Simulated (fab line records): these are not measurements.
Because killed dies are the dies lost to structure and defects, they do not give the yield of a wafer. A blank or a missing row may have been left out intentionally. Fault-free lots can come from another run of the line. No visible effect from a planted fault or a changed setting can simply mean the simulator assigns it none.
The tool behind it: which one?	flow n5 finfet	9 lots with 27 wafers sampled at 8 steps, on a route of 1938 steps

WHAT EACH GAUGE READ, for each wafer
N5_ZERO_LAYER_INSPECT_20: inspects for defects (darkfield).
lot	measured	on	raw defect count
L782	day 1 19:16	defect inspect-01	27 21 24
L783	day 2 01:42	defect inspect-02	14 19 45
L786	day 2 19:25	defect inspect-02	325 373 348
L787	day 3 02:27	defect inspect-02	374 364 320
L795	day 5 02:01	defect inspect-02	43 24 68
L800	day 6 07:23	defect inspect-02	35 28 23
L801	day 6 13:20	defect inspect-01	72 33 68
L802	day 6 19:15	defect inspect-01	25 26 29
L804	day 7 08:54	defect inspect-02	42 56 32

N5_WELL_APT_INSPECT_10: inspects for defects (macro).
lot	measured	on	raw defect count
L782	day 1 19:44	defect inspect-01	3 3 4
L783	day 2 02:04	defect inspect-02	1 2 4
L786	day 2 19:46	defect inspect-02	294 >300 >300
L787	day 3 02:56	defect inspect-02	>300 >300 >300
L795	day 5 02:23	defect inspect-02	1 2 0
L800	day 6 07:44	defect inspect-01	3 2 0
L801	day 6 13:42	defect inspect-01	5 2 2
L802	day 6 19:44	defect inspect-01	1 2 1
L804	day 7 09:15	defect inspect-01	2 0 2

N5_WELL_APT_INSPECT_38: inspects for defects (darkfield).
lot	measured	on	raw defect count
L782	day 1 22:41	defect inspect-02	17 14 13
L783	day 2 05:40	defect inspect-02	10 9 22
L786	day 2 22:53	defect inspect-02	302 361 360
L787	day 3 06:11	defect inspect-02	328 338 303
L795	day 5 05:55	defect inspect-01	6 10 10
L800	day 6 11:05	defect inspect-01	24 17 13
L801	day 6 16:31	defect inspect-01	10 16 18
L802	day 6 23:03	defect inspect-01	5 25 19
L804	day 7 12:12	defect inspect-01	9 6 9

N5_PMOS_HMC_CHANNEL_EPI_OVL_MEAS_10.
lot	measured	on	PMOS_HMC_BLK_OVL (nm)
L782	day 1 23:10	overlay-02	-0.6 -1.2 -2.1
L783	day 2 06:09	overlay-02	-0.3 0.6 -0.2
L786	day 2 23:22	overlay-02	-0.1 -0.1 -1.1
L787	day 3 06:31	overlay-01	0.6 0.0 -0.6
L795	day 5 06:24	overlay-02	-0.3 -0.7 -0.8
L800	day 6 11:34	overlay-01	-0.5 -0.3 0.9
L801	day 6 16:59	overlay-02	-1.5 -1.4 -0.2
L802	day 6 23:24	overlay-02	-1.3 -1.6 -1.3
L804	day 7 12:32	overlay-02	-0.3 0.3 -0.2

N5_BEOL_M4_RC_MEAS_101.
lot	measured	on	DIBL_N (mV/V)	DIBL_P (mV/V)	IOFF_N (nA/um)	IOFF_P (nA/um)	ION_N (uA/um)	ION_P (uA/um)	SS_N (mV/dec)	SS_P (mV/dec)	VT_N (mV)	VT_P (mV)
L782	day 7 16:49	prober-02	41.7 36.4 36.7	41.5 34.4 34.5	0.27 0.14 0.15	0.30 0.17 0.18	687 663 664	465 449 449	73.2 71.2 71.7	75.1 73.3 74.0	244 255 255	-247 -257 -255
L783	day 8 12:34	prober-02	36.6 38.3 34.3	37.3 38.7 34.4	0.18 0.20 0.13	0.19 0.22 0.16	697 686 676	468 459 463	71.9 72.2 70.9	74.1 74.5 73.0	248 247 254	-254 -251 -255
L786	day 9 00:22	prober-01	40.5 32.2 38.0	41.9 32.5 39.1	0.23 0.09 0.18	0.29 0.15 0.24	687 647 681	465 452 465	72.0 69.8 71.5	73.8 71.4 73.0	244 258 248	-245 -253 -247
L787	day 9 07:55	prober-01	34.7 39.3 35.2	36.8 41.9 37.8	0.13 0.24 0.14	0.22 0.32 0.23	668 697 660	469 476 461	71.1 72.0 70.2	74.0 74.6 74.2	250 244 253	-248 -243 -248
L795	day 11 03:30	prober-01	41.8 34.5 35.7	41.4 32.9 33.3	0.27 0.13 0.13	0.32 0.18 0.18	684 668 650	462 462 447	73.2 70.4 71.9	74.9 72.5 73.4	247 251 256	-244 -251 -251
L800	day 13 00:16	prober-02	33.7 35.5 37.5	35.3 37.1 38.7	0.12 0.15 0.17	0.17 0.19 0.20	674 679 666	458 461 445	71.4 71.3 72.2	72.8 73.7 74.1	255 250 253	-256 -253 -252
L801	day 13 08:08	prober-01	37.2 33.4 34.2	38.7 33.9 34.3	0.19 0.13 0.15	0.26 0.19 0.20	677 662 682	464 463 472	71.9 70.9 71.5	73.6 72.9 72.6	248 253 246	-248 -250 -249
L802	day 13 17:27	prober-01	36.2 35.2 38.7	37.5 35.9 40.4	0.17 0.15 0.22	0.23 0.21 0.29	690 686 685	470 475 466	71.2 71.5 72.0	73.6 72.8 74.1	246 250 244	-248 -248 -246
L804	day 14 13:20	prober-01	35.6 37.2 35.3	36.6 38.3 36.1	0.14 0.17 0.13	0.17 0.19 0.16	672 683 650	454 463 445	71.1 71.8 70.9	72.9 73.6 73.2	252 251 254	-256 -254 -258

WHICH TOOL RAN EACH LOT (tool, then ch and the chambers of the sampled wafers, then the start)
lot	N5_ZERO_LAYER_PRECLEAN_00	N5_ZERO_LAYER_PECVD_02	N5_PMOS_HMC_CHANNEL_EPI_FIN_RECESS_16
L782	wet bench-04 ch 1,3,6, day 1 18:04	pecvd-03 ch 1,2, day 1 18:17	rie si-02 ch 1,3, day 1 23:41
L783	wet bench-04 ch 0,4,6, day 2 00:04	pecvd-03 ch 1, day 2 00:17	rie si-03 ch 1,2, day 2 06:40
L786	wet bench-04 ch 3,4,5, day 2 18:04	pecvd-04 ch 0,1, day 2 18:17	rie si-03 ch 0,2,3, day 3 00:31
L787	wet bench-04 ch 1,4,6, day 3 00:04	pecvd-03 ch 0, day 3 00:17	rie si-02 ch 0,2, day 3 07:37
L795	wet bench-03 ch 1,5,6, day 5 00:04	pecvd-01 ch 0,2, day 5 00:18	rie si-03 ch 1,2, day 5 06:55
L800	wet bench-04 ch 0,5,7, day 6 06:04	pecvd-03 ch 0,2, day 6 06:17	rie si-05 ch 0,2,3, day 6 12:33
L801	wet bench-04 ch 2,3,6, day 6 12:04	pecvd-04 ch 0,1,2, day 6 12:17	rie si-05 ch 0,2, day 6 17:40
L802	wet bench-04 ch 0,1,7, day 6 18:04	pecvd-04 ch 0,1,2, day 6 18:17	rie si-02 ch 2,3, day 6 23:55
L804	wet bench-02 ch 0,2,4, day 7 06:04	pecvd-04 ch 0,1,2, day 7 06:17	rie si-03 ch 1,2, day 7 13:04
- N5_ZERO_LAYER_PRECLEAN_00: cleans in SPM, time 600 s.
- N5_ZERO_LAYER_PECVD_02: deposits SiO2 from SiH4/N2O, target thk 10 nm, time 6 s.
- N5_PMOS_HMC_CHANNEL_EPI_FIN_RECESS_16: chemistry HBr/Cl2, target Si, target depth 54 nm, time 18 s.

AS READ BY THE TOOLS THEMSELVES (means over the sampled wafers that have a number; for cases with no such wafer, the mark the record gives instead)
N5_ZERO_LAYER_PECVD_02.
lot	tool	heater power w (W)	showerhead plenum p Torr (Torr)
L782	pecvd-03	914	8.18
L783	pecvd-03	842	8.18
L786	pecvd-04	716	8.13
L787	pecvd-03	731	8.28
L795	pecvd-01	866	8.00
L800	pecvd-03	851	8.26
L801	pecvd-04	757	8.09
L802	pecvd-04	784	8.10
L804	pecvd-04	727	8.10

N5_PMOS_HMC_CHANNEL_EPI_FIN_RECESS_16.
lot	tool	drypump motor current A (A)	oes product au (a.u.)	throttle valve pct (%)
L782	rie si-02	6.1	1.031	35.9
L783	rie si-03	5.5	0.983	35.5
L786	rie si-03	5.3	0.989	35.1
L787	rie si-02	5.8	1.004	35.7
L795	rie si-03	5.6	1.003	35.4
L800	rie si-05	6.2	1.001	34.9
L801	rie si-05	6.4	0.996	34.7
L802	rie si-02	5.7	1.012	35.4
L804	rie si-03	5.5	0.990	35.5

THE ANSWER, worked out from the rows above alone
Rule: usual is defined by the lots themselves. The widest of any qualifying gaps counts: lots, ordered by their means at a reading, are off when they make up no more than a third of the lots, leave a main group of 4 or more, and stand apart from it by 3 or more times the standard deviation of that group's means. If all means in a main group match to the digits the tables above print for the reading, that group is not used. A lot without any number at a reading at which 4 lots or more have one is off too. Where the step has rows for the other lots, those lots are counted as sound. The gauges are gone through in route order, then the tools' own readings, and for those a lot's mean is taken as printed above. The first step at which some lot is off is used, and at that step the reading that is off furthest; a lot without a number counts as furthest.
Off, at N5_ZERO_LAYER_INSPECT_20 on raw defect count: L786, L787. The main group has a mean of 36 with a standard deviation of 12.
If a tool, at a process step before that reading, ran all the lots that are off and no sound lot after the first of them, it fits. The gauges at N5_ZERO_LAYER_INSPECT_20 are tried like those tools. None of those tried fits.

WHAT THE SIMULATOR HAD INSERTED
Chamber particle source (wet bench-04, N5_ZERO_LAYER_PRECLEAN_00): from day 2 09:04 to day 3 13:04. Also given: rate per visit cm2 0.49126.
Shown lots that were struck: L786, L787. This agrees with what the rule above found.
